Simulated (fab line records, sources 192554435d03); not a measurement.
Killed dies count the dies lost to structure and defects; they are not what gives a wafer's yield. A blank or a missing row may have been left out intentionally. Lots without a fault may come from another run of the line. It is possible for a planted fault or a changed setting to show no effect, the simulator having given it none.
2 desks, one fault | flow n5 finfet | each desk holds nothing but its own numbers, with what lay behind them at the end

## METROLOGY DESK
Lot by lot, what the gauges showed, no matter which tool ran the lot: averages of those sampled wafers that carry a number. If a lot's mean is further than 4 standard deviations from the usual mean, the lot is out of limits and carries the mark OUT (the distance appears in the brackets). 7 of its 10 readings are shown, namely those furthest out on some lot.
Columns: A = DIBL_N at N5_BEOL_M4_RC_MEAS_101, usual 36.3 mV/V; B = IOFF_N at N5_BEOL_M4_RC_MEAS_101, usual 0.16 nA/um; C = IOFF_P at N5_BEOL_M4_RC_MEAS_101, usual 0.21 nA/um; D = ION_N at N5_BEOL_M4_RC_MEAS_101, usual 675 uA/um; E = SS_N at N5_BEOL_M4_RC_MEAS_101, usual 71.5 mV/dec; F = VT_N at N5_BEOL_M4_RC_MEAS_101, usual 250 mV; G = VT_P at N5_BEOL_M4_RC_MEAS_101, usual -250 mV
lot  | first seen here | A    | B    | C    | D   | E    | F   | G
L822 | day 8 05:31     | 35.3 | 0.14 | 0.21 | 661 | 71.1 | 251 | -249
L825 | day 8 18:02     | 35.6 | 0.14 | 0.19 | 662 | 71.4 | 253 | -253
L828 | day 9 15:16     | 38.6 | 0.19 | 0.25 | 675 | 71.6 | 249 | -246
L831 | day 9 22:16     | 34.5 | 0.13 | 0.18 | 668 | 71.3 | 254 | -252
L832 | day 13 07:37    | 38.1 | 0.18 | 0.25 | 680 | 71.8 | 249 | -249
L836 | day 13 14:40    | 34.8 | 0.13 | 0.17 | 670 | 70.9 | 254 | -254
L843 | day 14 12:35    | 35.5 | 0.14 | 0.21 | 675 | 72.0 | 252 | -249
L833 | day 14 14:58    | 35.9 | 0.17 | 0.23 | 682 | 71.5 | 247 | -247
L844 | day 15 04:40    | 36.5 | 0.15 | 0.21 | 667 | 71.1 | 251 | -249
This desk's verdict: no lot among the 9 shows anything out of limits.

## DESK OF THE TOOL OWNER: rie diel-01
The tool's own readings at N5_FIN_CUT_ETCH_21 (etches SOC in N2/H2, target depth 219 nm, overetch 43.8 nm, time 523.5 s): means of the sampled wafers that have a number, for each lot that ran on this tool. If a lot's mean is further than 4 standard deviations from the usual mean, the lot is out of limits and carries the mark OUT (the distance appears in the brackets).
Columns: A = bias w at N5_FIN_CUT_ETCH_21, usual 61.00 W; B = drypump motor current A at N5_FIN_CUT_ETCH_21, usual 5.8 A; C = oes product au at N5_FIN_CUT_ETCH_21, usual 0.70 a.u.; D = rf vpp V at N5_FIN_CUT_ETCH_21, usual 240.8 V; E = showerhead plenum p Torr at N5_FIN_CUT_ETCH_21, usual 2.55 Torr; F = throttle valve pct at N5_FIN_CUT_ETCH_21, usual 17.87 %
lot  | first seen here | A                | B   | C    | D     | E    | F
L822 | day 2 13:29     | 60.81            | 4.9 | 0.67 | 241.1 | 2.56 | 17.91
L831 | day 4 15:08     | 61.10            | 5.2 | 0.68 | 240.9 | 2.56 | 17.88
L833 | day 5 07:04     | 61.82 (+5.1) OUT | 5.4 | 0.70 | 243.3 | 2.56 | 17.82
L836 | day 5 21:17     | 62.90 (+12) OUT  | 5.1 | 0.67 | 245.6 | 2.63 | 17.82
This desk's finding: out of limits on L833, L836; first on L833, day 5 07:04 (bias w at N5_FIN_CUT_ETCH_21). L822, L831 stayed within limits.

## ALL TOGETHER
The tool owner's desk could have raised an alarm at day 5 07:04, on L833, L836.
The metrology desk saw nothing out of limits.
The metrology desk holds a record of L833, L836, inside its limits.
On rie diel-01, each named lot ran N5_FIN_CUT_ETCH_21.

## WHAT THE SIMULATOR PUT IN
rie diel-01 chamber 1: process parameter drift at N5_FIN_CUT_ETCH_21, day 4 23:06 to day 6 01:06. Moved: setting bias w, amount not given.
Struck lots among those shown: L833, L836.
Hours from the fault's start to each desk's first reading out of limits: the tool owner's desk, 8.
